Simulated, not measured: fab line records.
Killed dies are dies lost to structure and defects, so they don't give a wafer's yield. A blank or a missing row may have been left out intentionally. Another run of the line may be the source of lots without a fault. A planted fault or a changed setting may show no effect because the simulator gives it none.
Matching of chambers + flow nandHarc + NHARC_P_CONTACT_DEP_30 on pecvd-03 has 3 sister chambers
The step deposits SiNx, target thk 30 nm. 16 wafers are shown with their chamber, then 8 later ones without.

== EACH WAFER AND ITS CHAMBER ==
| wafer  | chamber | heaterPowerW (W) | susceptorTempC (C) |
|--------|---------|------------------|--------------------|
| L079.1 | 2       | 768              | 399.78             |
| L079.3 | 0       | 800              | 400.18             |
| L079.5 | 1       | 862              | 400.45             |
| L086.1 | 1       | 782              | 399.66             |
| L086.2 | 2       | 780              | 399.59             |
| L086.6 | 1       | 785              | 400.01             |
| L087.1 | 0       | 785              | 400.07             |
| L087.2 | 1       | 742              | 400.18             |
| L087.3 | 2       | 756              | 400.21             |
| L089.2 | 0       | 696              | 399.78             |
| L089.4 | 1       | 865              | 399.96             |
| L089.5 | 2       | 750              | 400.34             |
| L090.1 | 0       | 793              | 399.67             |
| L090.5 | 1       | 823              | 399.98             |
| L090.6 | 2       | 815              | 400.01             |
| L093.1 | 0       | 740              | 399.84             |

SIGNATURES (means of the wafers above)
| reading        | chamber 0 | chamber 1 | chamber 2 | scatter within a chamber |
|----------------|-----------|-----------|-----------|--------------------------|
| heaterPowerW   | 762.80    | 809.83    | 773.80    | 41.5                     |
| susceptorTempC | 399.9080  | 400.0400  | 399.9860  | 0.263                    |
Rule: distance of a wafer from a chamber = root of the sum over the readings of ((wafer's reading minus chamber's mean) / reading's scatter) squared. If the next closest chamber is less than 2 further off than the closest, the wafer can't be placed; otherwise it belongs to the closest. The scatter: the root of (the sum of the squares of (reading less its chamber's mean) over the shown wafers, divided by (wafers less chambers)).

== WAFERS WITH NO CHAMBER GIVEN ==
| wafer  | heaterPowerW (W) | susceptorTempC (C) |
|--------|------------------|--------------------|
| L093.3 | 738              | 399.93             |
| L093.4 | 745              | 399.86             |
| L094.2 | 766              | 399.48             |
| L094.4 | 762              | 399.78             |
| L094.6 | 768              | 400.10             |
| L095.3 | 700              | 399.99             |
| L095.4 | 727              | 400.17             |
| L095.5 | 735              | 399.81             |

== THE CHAMBER EACH PASSED THROUGH ==
| wafer  | from the rows above          | in truth |
|--------|------------------------------|----------|
| L093.3 | can't be placed: 0 or 2 or 1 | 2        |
| L093.4 | can't be placed: 0 or 2 or 1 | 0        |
| L094.2 | can't be placed: 0 or 2 or 1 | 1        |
| L094.4 | can't be placed: 0 or 2 or 1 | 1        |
| L094.6 | can't be placed: 2 or 0 or 1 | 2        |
| L095.3 | can't be placed: 0 or 2 or 1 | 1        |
| L095.4 | can't be placed: 0 or 2 or 1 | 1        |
| L095.5 | can't be placed: 0 or 2 or 1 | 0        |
0 of 8 placed correctly. Not placeable from these rows: 8 (in 8, the candidates include the true chamber). Placed wrongly: 0.
